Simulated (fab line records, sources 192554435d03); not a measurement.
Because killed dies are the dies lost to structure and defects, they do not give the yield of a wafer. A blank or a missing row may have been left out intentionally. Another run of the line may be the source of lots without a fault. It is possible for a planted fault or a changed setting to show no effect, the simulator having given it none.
Split-lot trial    flow n5Finfet    7 lots, 21 wafers read, on a route of 1938 steps

## ABOUT THE SPLIT
At N5_BEOL_M7_DEP_56 (deposits SiCN from 3MS/NH3, target thk 10 nm, time 17.5 s), the setting timeS was moved away from the recipe's 17.5 s on 4 of the 21 wafers read, by -9.8% to +12.2%. All remaining wafers had this setting at the recipe value.

The split's own step is where the reading is taken.

## THE READING
SiCN_of_BEOL_M7_DEP_56.thkNm (the simulator's own value, which no gauge read), in nm, at N5_BEOL_M7_DEP_56 (deposits SiCN from 3MS/NH3, target thk 10 nm, time 17.5 s). No usual value for it is given in the file. Here, 17 wafers ran the recipe; their average is 10.0 nm with a standard deviation of 0.14 nm.

wafer   tool, chamber at the split  timeS as run, s  against the recipe  SiCN_of_BEOL_M7_DEP_56.thkNm, nm  against lot-mates on the recipe
L074.3  pecvd-04, 0,1               17.5             recipe              10                                -
L074.6  pecvd-04, 0,1               17.5             recipe              10                                -
L074.4  pecvd-04, 1                 17.5             recipe              10.2                              -
L076.3  pecvd-01, 1                 17.5             recipe              10                                -
L076.4  pecvd-01, 1                 16.55            -5.4%               9.8                               -0.2
L076.6  pecvd-01, 2                 16.55            -5.4%               9.6                               -0.4
L081.2  pecvd-01, 2,1               17.5             recipe              10                                -
L081.4  pecvd-01, 2,1               17.5             recipe              10                                -
L081.3  pecvd-01, 1                 19.63            +12.2%              11.2                              +1.2
L084.3  pecvd-04, 0                 15.78            -9.8%               9.2                               -1.0
L084.4  pecvd-04, 1,2               17.5             recipe              10.2                              -
L084.5  pecvd-04, 1,2               17.5             recipe              10.2                              -
L094.4  pecvd-03, 1                 17.5             recipe              10                                -
L094.5  pecvd-03, 2,0               17.5             recipe              9.8                               -
L094.6  pecvd-03, 2,0               17.5             recipe              9.8                               -
L096.4  pecvd-03, 2                 17.5             recipe              10.2                              -
L096.5  pecvd-03, 1                 17.5             recipe              10                                -
L096.6  pecvd-03, 0                 17.5             recipe              9.8                               -
L095.1  pecvd-03, 1                 17.5             recipe              10                                -
L095.4  pecvd-03, 1,2               17.5             recipe              10.2                              -
L095.5  pecvd-03, 1,2               17.5             recipe              10.2                              -
If several chambers appear in one row, that row covers several wafers at once and the file leaves open which wafer was in which chamber.

THE FIT
A straight line over all 21 wafers: SiCN_of_BEOL_M7_DEP_56.thkNm changes by +0.0862 nm for each +1% of timeS; r = +0.92; the points scatter about the line by 0.15 nm.
The same after taking each lot's own level away (the mean of its wafers on the recipe; 21 wafers): +0.0917 nm for each +1%; r = +0.95; scatter 0.12 nm.
According to that fit, moving timeS by its largest amount changes the reading by 1.1 nm.
Across the lots, their own levels run from 9.87 to 10.20 nm, a range of 2.4 times the standard deviation given above.
Hence the lot-to-lot level has little effect on the slope; both slopes agree.
Check: +1.05 nm against its lot-mates is what the line predicts for one of the wafers moved furthest among these (+12.2%) when that wafer is left out of the fit. It came out at +1.2 nm against them.

## FURTHER SPLITS ON THESE WAFERS
Other splits were also applied to these wafers ahead of the reading. Each is held against what the fit with the lots' levels taken away leaves over:
other split on the same wafers  wafers away from the commonest value  r with SiCN_of_BEOL_M7_DEP_56.thkNm (lot level and that fit taken away)
N5_BEOL_M5_COAT_66 spinRpm      5                                     +0.11
N5_BEOL_M5_DEP_56 timeS         3                                     -0.01

## FILE'S OWN FIT
SiCN_of_BEOL_M7_DEP_56.thkNm changes by +0.095 nm for each +1% of timeS, r = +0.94.
